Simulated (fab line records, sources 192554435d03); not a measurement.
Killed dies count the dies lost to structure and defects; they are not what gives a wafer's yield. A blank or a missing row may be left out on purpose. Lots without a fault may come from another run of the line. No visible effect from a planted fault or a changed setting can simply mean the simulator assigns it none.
Lot-split experiment	flow n5_finfet	route with 1938 steps; 7 lots, 21 wafers read

== SPLIT DETAILS ==
At N5_PASSIVATION_EXPOSE_07 (exposes mask TV, defocus 0 nm, target cd 3000 nm), the setting dose_mj was moved away from the recipe's 22.75 on 6 of the 21 wafers read, by -6.0% to +6.9%. This setting was run at the recipe's value on the other wafers.

== FROM THE SPLIT TO THE READING: what the file shows between them, 3 steps ==
- N5_PASSIVATION_PEB_08
- N5_PASSIVATION_DEVELOP_09: develop time 60 s
- N5_PASSIVATION_HARDBAKE_11: time 120 s

== THE READING ==
cd_nm at N5_PASSIVATION_CD_MEAS_10, given in nm (cd target 3000 nm). Typical for fault-free wafers on this fab line: 2998.9 nm, with standard deviation 2.5 nm.

wafer	tool, chamber at the split	dose_mj as run	against the recipe	cd_nm, nm	against lot-mates on the recipe
L076.3	krf_scanner-01, 0	22.75	recipe	2997.5	-
L076.4	krf_scanner-01, 0	22.75	recipe	3001.7	-
L076.5	krf_scanner-01, 0	22.75	recipe	2997.6	-
L077.1	krf_scanner-02, 0	22.75	recipe	2996.4	-
L077.3	krf_scanner-02, 0	22.75	recipe	2996.4	-
L077.4	krf_scanner-02, 0	22.75	recipe	2999.5	-
L078.1	krf_scanner-01, 0	24.33	+6.9%	3015.8	+14.2
L078.4	krf_scanner-01, 0	22.75	recipe	2999.7	-
L078.6	krf_scanner-01, 0	22.75	recipe	3003.6	-
L079.1	krf_scanner-01, 0	22.75	recipe	3005.3	-
L079.2	krf_scanner-01, 0	22.29	-2.0%	2996.1	-9.2
L079.3	krf_scanner-01, 0	22.29	-2.0%	2997.0	-8.3
L083.3	krf_scanner-02, 0	22.75	recipe	3000.5	-
L083.5	krf_scanner-02, 0	22.75	recipe	2998.3	-
L083.6	krf_scanner-02, 0	22.75	recipe	2996.8	-
L085.1	krf_scanner-01, 0	22.75	recipe	3003.1	-
L085.3	krf_scanner-01, 0	21.39	-6.0%	2986.9	-13.9
L085.4	krf_scanner-01, 0	22.75	recipe	2998.5	-
L092.2	krf_scanner-02, 0	22.75	recipe	2999.2	-
L092.4	krf_scanner-02, 0	21.77	-4.3%	2988.6	-10.6
L092.5	krf_scanner-02, 0	21.77	-4.3%	2991.6	-7.6

FIT RESULTS
A straight line over all 21 wafers: cd_nm changes by +2.2 nm for each +1% of dose_mj; r = +0.92; the points scatter about the line by 2.5 nm.
The same after taking each lot's own level away (the mean of its wafers on the recipe; 21 wafers): +2.24 nm for each +1%; r = +0.94; scatter 2.1 nm.
The reading moves by 16 nm for the largest change in dose_mj, on that fit.
Across the lots, their own levels run from 2997.43 to 3005.30 nm, a range of 3.1 times the standard deviation given above.
Hence the lot-to-lot level has little effect on the slope; both slopes agree.
Check: +16.2 nm against its lot-mates is what the line predicts for one of the wafers moved furthest among these (+6.9%) when that wafer is left out of the fit. Against them it came out at +14.2 nm.

== ADDITIONAL SPLITS CARRIED BY THESE WAFERS ==
Other splits were also applied to these wafers ahead of the reading. Each is held against what the fit with the lots' levels taken away leaves over:
other split on the same wafers	wafers away from the commonest value	r with cd_nm (lot level and that fit taken away)
N5_BEOL_M14_SPUTTER_43 power_w	8	-0.14
N5_BEOL_M15_COAT_56 spin_rpm	5	+0.09

== THE FILE'S OWN FIT ==
cd_nm changes by +2.24 nm for each +1% of dose_mj, r = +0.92.
